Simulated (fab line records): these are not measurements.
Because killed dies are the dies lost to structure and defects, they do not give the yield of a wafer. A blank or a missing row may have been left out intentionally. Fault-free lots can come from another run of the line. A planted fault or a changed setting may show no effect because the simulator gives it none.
fab line records | flow n5_finfet
[record] lots = 12 | wafers = 33 | last_day = 18
route steps=1938 shown BEOL_M3@1011 TV_LITHO@1886 TV_OPEN@1887 PASSIVATION@1936
lots that met no fault: from a run of the same line without faults
start_h: the number of hours between the record's first day and the start of the first shown wafer of the lot | wait_h: time in hours since the lot's previous step | " identical to the entry in the row above | L1.1+2: several wafers, shown together as one row | - value missing, or start not given | * or withheld: withheld | < > ~ a bound
route shown NAME@n: NAME is a module with steps in the file, n the number in the route of the first one | usual: mean/standard deviation taken from wafers without a fault | same: alike in all rows | chamber/n: place in a boat | sites: the reading at each site | _std_site: standard deviation of those values | _edge_site: inner sites' mean taken away from outer sites' mean | radius_mm: how far each site lies from the wafer's centre | mask NAME#n: copy n | behind: the most recent tool/chamber to have shaped the wafer | hold: cause of the lot's hold/its duration in hours/its outcome | device: transistor that didn't switch, given as n, p or np | end of line: the same wafers' tests at the end of the route | step lacking rows: just its recipe | killed: dies lost to structure and defects at the first sort, not the wafer's yield | map: per-die view of a wafer (x killed, . not killed, _ where there is no die)
set.NAME: the setting as run; set.NAME@STEP: as run at that earlier step | model.NAME: the simulator's own value behind a step, which no gauge read
route steps across a sampled set of lots; one table per step, one row per wafer
services: a tool's chamber out of use, with start hour (start_h, from the record's first day; less than 0 if before it), hours out, and reason
[[steps]]
[step N5_BEOL_M3_ECD_50]
[recipe] material = Cu | target_thk_a = 3000
lot.wafer  | tool      | chamber | start_h | wait_h
L851.4+6   | ecd_cu-02 | 0       | 153.00  | 0.1
L852.1+2+4 | ecd_cu-02 | 1,0,0   | 163.93  | 0.1
L854.2+5+6 | ecd_cu-01 | 0,1,0   | 167.67  | 0.1
L853.2+3   | ecd_cu-02 | 0,1     | 177.34  | 0.1
L855.1+4+5 | ecd_cu-01 | 0,0,1   | 182.14  | 0.1
L856.3+4+6 | ecd_cu-02 | 1,0,1   | 185.03  | 0.1
L857.1+3+4 | ecd_cu-01 | 1,0,1   | 185.19  | 0.1
L858.2+3+5 | ecd_cu-01 | 1,0,1   | 188.54  | 0.1
L863.2+5+6 | ecd_cu-01 | 1,0,1   | 235.64  | 0.1
L865.1+2+3 | ecd_cu-01 | 0,1,0   | 258.25  | 0.1
L868.1+4   | ecd_cu-02 | 0       | 271.72  | 0.1
L873.4+5+6 | ecd_cu-02 | 0,0,1   | 302.54  | 0.1
[step N5_PASSIVATION_DESCUM_12]
[recipe] chemistry = O2 | time_s = 7.9 | source_power_w = 50 | bias_power_w = 20 | pressure_mtorr = 20 | rf_frequency_hz = 2.712e+07 | temp_c = 40 | o2_flow_sccm = 225
[usual] drypump_motor_current_A = 6.0/0.41 | o2_flow_sccm = 225.1/0.64 | oes_product_au = 0.81/0.088 | rf_fwd_power_W = 49.67/0.19 | rf_vpp_V = 243.0/1.4 | showerhead_plenum_p_Torr = 2.08/0.07 | throttle_valve_pct = 20.40/0.26
lot.wafer | tool        | chamber | start_h | wait_h | drypump_motor_current_A | o2_flow_sccm | oes_product_au | rf_fwd_power_W | rf_hours_counter_h | rf_vpp_V | showerhead_plenum_p_Torr | throttle_valve_pct
L851.4    | rie_diel-01 | 0       | 278.26  | 0.2    | 6.2                     | 226.1        | 0.89           | 49.38          | -                  | 242.9    | 2.09                     | 19.91
L851.6    | "           | 2       | "       | "      | 6.0                     | 225.1        | 0.70           | 49.53          | -                  | 243.8    | 2.15                     | 20.58
L852.1    | rie_diel-02 | 0       | 282.78  | 0.2    | 6.7                     | 225.9        | 0.84           | 49.76          | 81                 | 243.3    | 2.13                     | 20.17
L852.2    | "           | 3       | "       | "      | 5.8                     | 224.4        | 0.72           | 49.77          | 206                | 240.8    | 1.97                     | 20.14
L852.4    | "           | 1       | "       | "      | 5.7                     | 224.9        | 0.72           | 49.80          | 189                | 240.8    | 2.01                     | 20.99
L854.2    | rie_diel-03 | 3       | 293.96  | 0.1    | 6.5                     | 225.0        | 0.69           | 49.79          | 233                | 244.0    | 2.15                     | 20.52
L854.5    | "           | 1       | "       | "      | 5.8                     | 225.7        | 0.90           | 49.82          | -                  | 242.0    | 2.03                     | 20.22
L854.6    | "           | 0       | "       | "      | 5.3                     | 224.5        | 0.76           | 49.77          | -                  | 243.0    | 2.11                     | 20.49
L853.2    | rie_diel-02 | 1       | 301.53  | 0.6    | 5.7                     | 224.2        | 0.72           | 49.78          | 195                | 242.4    | 2.00                     | 21.00
L853.3    | "           | 3       | "       | "      | 5.8                     | 225.4        | 0.72           | 49.85          | 212                | 241.5    | 1.97                     | 20.15
L856.3    | rie_diel-03 | 0       | 306.96  | 0.0    | 5.2                     | 225.1        | 0.76           | 49.55          | 151                | 242.8    | 2.11                     | 20.49
L856.4    | "           | 3       | "       | "      | 6.4                     | 224.4        | 0.68           | 49.86          | -                  | 245.0    | 2.15                     | 20.55
L856.6    | "           | 1       | "       | "      | 5.9                     | 225.2        | 0.89           | 49.88          | -                  | 243.7    | 2.03                     | 20.22
L857.1    | rie_diel-03 | 3       | 312.72  | 0.4    | 6.4                     | 224.7        | 0.68           | 49.83          | 241                | 242.9    | 2.15                     | 20.55
L857.3    | "           | 3       | "       | "      | 6.4                     | 225.4        | 0.67           | 49.85          | -                  | 244.2    | 2.15                     | 20.55
L857.4    | "           | 1       | "       | "      | 5.8                     | 226.0        | 0.89           | 49.86          | -                  | 242.7    | 2.03                     | 20.21
L858.2    | rie_diel-02 | 3       | 314.07  | 1.5    | 5.8                     | 225.9        | 0.72           | 49.70          | 216                | 240.7    | 1.97                     | 20.15
L858.3    | "           | 1       | "       | "      | 5.7                     | 225.1        | 0.71           | 49.90          | 200                | 242.4    | 2.00                     | 21.00
L858.5    | "           | 2       | "       | "      | 5.7                     | 225.9        | 0.93           | 49.68          | -                  | 244.4    | 2.20                     | 20.39
L855.1    | rie_diel-03 | 1       | 334.72  | 0.1    | 5.9                     | 225.6        | 0.87           | 49.94          | 58                 | 242.4    | 2.03                     | 20.22
L855.4    | "           | 2       | "       | "      | 6.6                     | 223.0        | 0.93           | 49.56          | 5                  | 243.2    | 2.08                     | 20.36
L855.5    | "           | 1       | "       | "      | 5.8                     | 225.4        | 0.86           | 49.77          | -                  | 243.1    | 2.03                     | 20.23
L863.2    | rie_diel-01 | 3       | 359.55  | 0.3    | 5.9                     | 225.7        | 0.69           | 49.63          | 244                | 241.7    | 2.04                     | 20.40
L863.5    | "           | 1       | "       | "      | 6.1                     | 224.5        | 0.85           | 49.73          | -                  | 242.4    | 2.04                     | 20.65
L863.6    | "           | 2       | "       | "      | 6.0                     | 225.9        | 0.69           | 49.61          | -                  | 244.0    | 2.14                     | 20.62
L865.1    | rie_diel-03 | 1       | 362.96  | 0.0    | 5.9                     | 225.6        | 0.85           | 49.67          | 69                 | 241.9    | 2.02                     | 20.24
L865.2    | "           | 2       | "       | "      | 6.6                     | 226.2        | 0.89           | 49.32          | 16                 | 242.4    | 2.07                     | 20.38
L865.3    | "           | 0       | "       | "      | 5.2                     | 223.9        | 0.73           | 49.88          | 170                | 241.6    | 2.10                     | 20.53
L868.1    | rie_diel-01 | 0       | 392.84  | 0.1    | 6.2                     | 225.7        | 0.85           | 49.31          | 66                 | 242.3    | 2.08                     | 19.94
L868.4    | "           | 1       | "       | "      | 6.1                     | 223.4        | 0.83           | 49.82          | -                  | 240.8    | 2.04                     | 20.66
L873.4    | rie_diel-03 | 1       | 423.16  | 0.2    | 5.8                     | 226.0        | 0.83           | 49.72          | 88                 | 240.9    | 2.02                     | 20.28
L873.5    | "           | 1       | "       | "      | 5.8                     | 225.0        | 0.83           | 49.58          | -                  | 241.4    | 2.02                     | 20.26
L873.6    | "           | 0       | "       | "      | 5.2                     | 224.1        | 0.72           | 49.52          | -                  | 244.6    | 2.10                     | 20.55
[step N5_PASSIVATION_PASS_ETCH_74]
[recipe] chemistry = CF4/O2 | target = SiNx | target_depth_a = 2200 | time_s = 110 | ion_energy_ev = 100 | pressure_mtorr = 40 | source_w = 535 | bias_w = 49 | Ar_flow_sccm = 100 | cf4_flow_sccm = 100 | O2_flow_sccm = 10
[usual] O2_flow_sccm = 10.01/0.031 | drypump_motor_current_A = 6.0/0.41 | oes_ar_750_au = 0.80/0.083 | oes_product_au = 0.81/0.096 | rf_fwd_power_W = 532.0/2 | rf_vpp_V = 244/7.8 | showerhead_plenum_p_Torr = 2.19/0.076 | throttle_valve_pct = 15.97/0.24
lot.wafer | tool        | chamber | start_h | wait_h | O2_flow_sccm | drypump_motor_current_A | oes_ar_750_au | oes_product_au | rf_fwd_power_W | rf_hours_counter_h | rf_vpp_V | showerhead_plenum_p_Torr | throttle_valve_pct
L851.4    | rie_diel-01 | 0       | 278.33  | 0.0    | 10.04        | 6.2                     | 0.88          | 0.88           | 527.8          | -                  | 237      | 2.24                     | 15.74
L851.6    | "           | 2       | "       | "      | 10.00        | 6.0                     | 0.72          | 0.71           | 534.1          | -                  | 246      | 2.27                     | 16.22
L852.1    | rie_diel-02 | 0       | 282.85  | 0.0    | 10.03        | 6.7                     | 0.83          | 0.84           | 532.7          | 81                 | 236      | 2.24                     | 15.69
L852.2    | "           | 3       | "       | "      | 10.01        | 5.8                     | 0.70          | 0.71           | 531.0          | 206                | 257      | 2.10                     | 15.90
L852.4    | "           | 1       | "       | "      | 10.01        | 5.7                     | 0.72          | 0.70           | 532.4          | 189                | 235      | 2.11                     | 16.47
L854.2    | rie_diel-03 | 3       | 294.03  | 0.0    | 9.97         | 6.5                     | 0.70          | 0.70           | 531.9          | 233                | 223      | 2.27                     | 16.15
L854.5    | "           | 1       | "       | "      | 10.02        | 5.8                     | 0.85          | 0.87           | 533.9          | -                  | 248      | 2.14                     | 15.73
L854.6    | "           | 0       | "       | "      | 10.01        | 5.3                     | 0.76          | 0.75           | 531.9          | -                  | 244      | 2.20                     | 15.96
L853.2    | rie_diel-02 | 1       | 301.60  | 0.0    | 10.01        | 5.7                     | 0.71          | 0.71           | 534.2          | 195                | 234      | 2.11                     | 16.47
L853.3    | "           | 3       | "       | "      | 9.97         | 5.8                     | 0.70          | 0.71           | 532.7          | 212                | 257      | 2.10                     | 15.89
L856.3    | rie_diel-03 | 0       | 307.03  | 0.0    | 10.00        | 5.2                     | 0.75          | 0.76           | 530.6          | 151                | 246      | 2.20                     | 16.00
L856.4    | "           | 3       | "       | "      | 10.00        | 6.5                     | 0.69          | 0.70           | 531.6          | -                  | 224      | 2.26                     | 16.14
L856.6    | "           | 1       | "       | "      | 9.97         | 5.9                     | 0.85          | 0.86           | 535.1          | -                  | 247      | 2.14                     | 15.75
L857.1    | rie_diel-03 | 3       | 312.82  | 0.1    | 10.02        | 6.4                     | 0.69          | 0.69           | 534.3          | 241                | 224      | 2.26                     | 16.17
L857.3    | "           | 3       | "       | "      | 9.98         | 6.4                     | 0.69          | 0.68           | 536.0          | -                  | 225      | 2.26                     | 16.18
L857.4    | "           | 1       | "       | "      | 10.02        | 5.8                     | 0.84          | 0.84           | 530.1          | -                  | 248      | 2.14                     | 15.76
L858.2    | rie_diel-02 | 3       | 314.13  | 0.0    | 9.97         | 5.8                     | 0.70          | 0.70           | 533.9          | 216                | 256      | 2.10                     | 15.91
L858.3    | "           | 1       | "       | "      | 10.02        | 5.7                     | 0.71          | 0.71           | 534.7          | 200                | 234      | 2.11                     | 16.48
L858.5    | "           | 2       | "       | "      | 10.05        | 5.7                     | 0.92          | 0.96           | 531.6          | -                  | 248      | 2.34                     | 16.10
L855.1    | rie_diel-03 | 1       | 334.78  | 0.0    | 10.04        | 5.8                     | 0.83          | 0.83           | 531.7          | 58                 | 248      | 2.14                     | 15.79
L855.4    | "           | 2       | "       | "      | 9.97         | 6.6                     | 0.92          | 0.95           | 529.4          | 5                  | 245      | 2.16                     | 15.66
L855.5    | "           | 1       | "       | "      | 10.01        | 5.8                     | 0.83          | 0.85           | 532.7          | -                  | 249      | 2.14                     | 15.79
L863.2    | rie_diel-01 | 3       | 359.61  | 0.0    | 9.96         | 5.9                     | 0.68          | 0.67           | 532.5          | 244                | 242      | 2.18                     | 16.24
L863.5    | "           | 1       | "       | "      | 9.99         | 6.1                     | 0.82          | 0.82           | 533.2          | -                  | 241      | 2.15                     | 16.11
L863.6    | "           | 2       | "       | "      | 10.06        | 6.0                     | 0.71          | 0.70           | 529.5          | -                  | 245      | 2.26                     | 16.25
L865.1    | rie_diel-03 | 1       | 363.03  | 0.0    | 9.96         | 5.9                     | 0.82          | 0.81           | 533.1          | 69                 | 249      | 2.13                     | 15.79
L865.2    | "           | 2       | "       | "      | 9.99         | 6.6                     | 0.89          | 0.92           | 531.8          | 16                 | 246      | 2.15                     | 15.69
L865.3    | "           | 0       | "       | "      | 9.98         | 5.3                     | 0.73          | 0.73           | 530.7          | 170                | 243      | 2.19                     | 16.02
L868.1    | rie_diel-01 | 0       | 392.91  | 0.0    | 9.98         | 6.2                     | 0.83          | 0.83           | 529.4          | 66                 | 238      | 2.23                     | 15.79
L868.4    | "           | 1       | "       | "      | 10.00        | 6.0                     | 0.81          | 0.81           | 534.8          | -                  | 241      | 2.15                     | 16.15
L873.4    | rie_diel-03 | 1       | 423.23  | 0.0    | 10.01        | 5.9                     | 0.79          | 0.80           | 534.3          | 88                 | 249      | 2.13                     | 15.84
L873.5    | "           | 1       | "       | "      | 10.00        | 5.8                     | 0.79          | 0.81           | 532.7          | -                  | 248      | 2.13                     | 15.83
L873.6    | "           | 0       | "       | "      | 10.01        | 5.2                     | 0.73          | 0.72           | 528.4          | -                  | 243      | 2.19                     | 16.06
[step N5_PASSIVATION_PROBE_49]
[usual] defect_limited_yield = 91.1/1.3 | killed_at_M0_to_M3 = 32/9.7 | killed_at_M4_up = 16/6 | killed_at_contacts = 12/5.9 | killed_at_front_end = 41/11 | killed_at_other = 4/3.1 | killed_dies = 104/16 | killed_on_rim = 14/4 | killed_open = 68/12 | killed_short = 34/7.4 | sort_bin_5_function = 5.1/0.85 | sort_bin_6_memory = 3.3/0.66 | sort_bin_8_speed = 0.1/0.53 | sort_n_pass = 1075/16 | sort_yield_pct = 91.1/1.4
[same] gross_dies = 1180 | killed_at_back_side = 0 | sort_bin_4_leakage[%] = 0
lot.wafer | tool      | chamber | start_h | wait_h | defect_limited_yield[%] | killed_at_M0_to_M3 | killed_at_M4_up | killed_at_contacts | killed_at_front_end | killed_at_other | killed_dies | killed_on_rim | killed_open | killed_short | sort_bin_5_function[%] | sort_bin_6_memory[%] | sort_bin_8_speed[%] | sort_n_pass | sort_yield_pct[%]
L863.2    | prober-01 | -       | 367.61  | 0.1    | 67.2                    | 316                | 10              | 5                  | 47                  | 9               | 387         | 49            | 56          | 37           | 20.1                   | 10.3                 | 0.1                 | 793         | 67.2
L863.5    | prober-01 | -       | 367.76  | 0.2    | 67.5                    | 312                | 15              | 7                  | 39                  | 11              | 384         | 50            | 71          | 31           | 19.3                   | 11.4                 | 0                   | 796         | 67.5
L863.6    | prober-01 | -       | 367.81  | 0.3    | 68.3                    | 304                | 14              | 10                 | 38                  | 8               | 374         | 51            | 71          | 41           | 20.1                   | 10.1                 | 0                   | 806         | 68.3
L865.1    | prober-01 | -       | 370.58  | 0.0    | 68.5                    | 297                | 14              | 13                 | 47                  | 1               | 372         | 51            | 61          | 36           | 19.6                   | 10.3                 | 0                   | 808         | 68.5
L865.2    | prober-01 | -       | 370.63  | 0.1    | 73.5                    | 232                | 25              | 4                  | 50                  | 2               | 313         | 38            | 65          | 23           | 17.0                   | 8.6                  | 0                   | 867         | 73.5
L865.3    | prober-01 | -       | 370.68  | 0.1    | 68.0                    | 303                | 16              | 13                 | 46                  | 0               | 378         | 47            | 68          | 22           | 19.3                   | 10.6                 | 0                   | 802         | 68.0
// killed by level:class
L863.2 BEOL_M3:unspecified=287 FIN_SAQP:geometric_particle:short=13 BEOL_M0_SAQP:geometric_particle:open=10 FIN_SAQP:geometric_particle:open=8 GATE_CUT:geometric_particle:open=7 HKMG_FIN:area_etch=6 BEOL_M1:geometric_particle:open=4 GATE_CUT:geometric_particle:short=4
L863.5 BEOL_M3:unspecified=278 FIN_SAQP:geometric_particle:open=8 BEOL_M0:geometric_particle:open=8 FIN_SAQP:geometric_particle:short=7 GATE_CUT:geometric_particle:short=7 BEOL_M2:geometric_particle:open=7 MOL_CONTACT_COAG:geometric_particle:open=6 BEOL_M0_SAQP:geometric_particle:open=5
L863.6 BEOL_M3:unspecified=262 FIN_SAQP:geometric_particle:open=10 GATE_CUT:geometric_particle:short=9 BEOL_M4:geometric_particle:open=8 BEOL_M3:geometric_particle:open=8 MOL_CONTACT_COAG:geometric_particle:open=8 BEOL_M0_SAQP:geometric_particle:open=7 BEOL_M0:geometric_particle:open=6
L865.1 BEOL_M3:unspecified=271 FIN_SAQP:geometric_particle:open=17 FIN_SAQP:geometric_particle:short=13 MOL_CONTACT_COAG:geometric_particle:open=11 BEOL_M2:geometric_particle:open=10 BEOL_M4:geometric_particle:open=7 BEOL_M0_SAQP:geometric_particle:short=6 BEOL_M2:geometric_particle:short=4
L865.2 BEOL_M3:unspecified=222 BEOL_M4:geometric_particle:open=16 FIN_SAQP:geometric_particle:open=13 FIN_SAQP:geometric_particle:short=12 STI_FIN_REVEAL:geometric_particle:open=5 STARTING-WAFER:geometric_particle:open=5 MOL_CONTACT_COAG:geometric_particle:open=4 GATE_CUT:geometric_particle:open=4
L865.3 BEOL_M3:unspecified=281 STI_FIN_REVEAL:geometric_particle:open=10 MOL_CONTACT_COAG:geometric_particle:open=9 BEOL_M2:geometric_particle:open=8 FIN_SAQP:geometric_particle:open=7 DUMMY_GATE:geometric_particle:open=6 HKMG_FIN:area_etch=6 FIN_SAQP:geometric_particle:short=5
[[services]]
tool        | chamber | start_h | hours | kind
ecd_cu-02   | -       | 136.71  | 2.0   | repair
rie_diel-03 | 1       | 142.19  | -     | clean
rie_diel-03 | 1       | 142.19  | -     | consumable_replace:focus_ring
rie_diel-03 | 1       | 142.19  | 18.4  | scheduled_down
rie_diel-03 | 1       | 142.19  | 18.4  | vent_cycle
rie_diel-02 | 3       | 159.82  | 13.2  | repair
rie_diel-01 | -       | 185.38  | 2.8   | pm
rie_diel-01 | 1       | 203.57  | 9.8   | repair
ecd_cu-02   | -       | 254.18  | 1.9   | repair
rie_diel-01 | 3       | 254.41  | 9.7   | repair
rie_diel-02 | 3       | 255.88  | 9.2   | repair
rie_diel-03 | 3       | 274.13  | 5.8   | repair
rie_diel-01 | 3       | 275.10  | 4.1   | repair
ecd_cu-02   | -       | 283.06  | 1.0   | repair
rie_diel-03 | 2       | 283.09  | -     | clean
rie_diel-03 | 2       | 283.09  | -     | consumable_replace:focus_ring
rie_diel-03 | 2       | 283.09  | 32.6  | scheduled_down
rie_diel-03 | 2       | 283.09  | 32.6  | vent_cycle
rie_diel-03 | 0       | 311.45  | 3.0   | repair
rie_diel-02 | 1       | 338.28  | 8.1   | repair
rie_diel-02 | -       | 367.53  | 0.8   | repair
ecd_cu-01   | -       | 400.76  | 0.5   | repair
rie_diel-03 | 1       | 400.97  | 6.0   | repair
rie_diel-03 | 0       | 405.67  | 8.9   | repair
[[key]]
[first_sign] step = N5_PASSIVATION_PROBE_49 | reading = killed_at_M0_to_M3 | direction = up | sigmas = 27 | usual = 32 | struck = 294
[effect] step = N5_PASSIVATION_PROBE_49 | reading = defect_limited_yield | direction = down | sigmas = 17 | usual = 91.1 | struck = 68.8
[more_kills_born_at] N5_BEOL_M3_ECD_50@ecd_cu-01 = 1601
met_at N5_BEOL_M3_ECD_50
struck_lots L863,L865
not_acting_at N5_PASSIVATION_DESCUM_12,N5_PASSIVATION_PASS_ETCH_74
onset_between 188.54 235.64
[fault] kind = chamber_particle_source | tool = ecd_cu-01 | chamber = - | onset_h = 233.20 | steps = N5_BEOL_M3_ECD_50 | rate_per_visit_cm2 = 0.50756 | end_h = 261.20
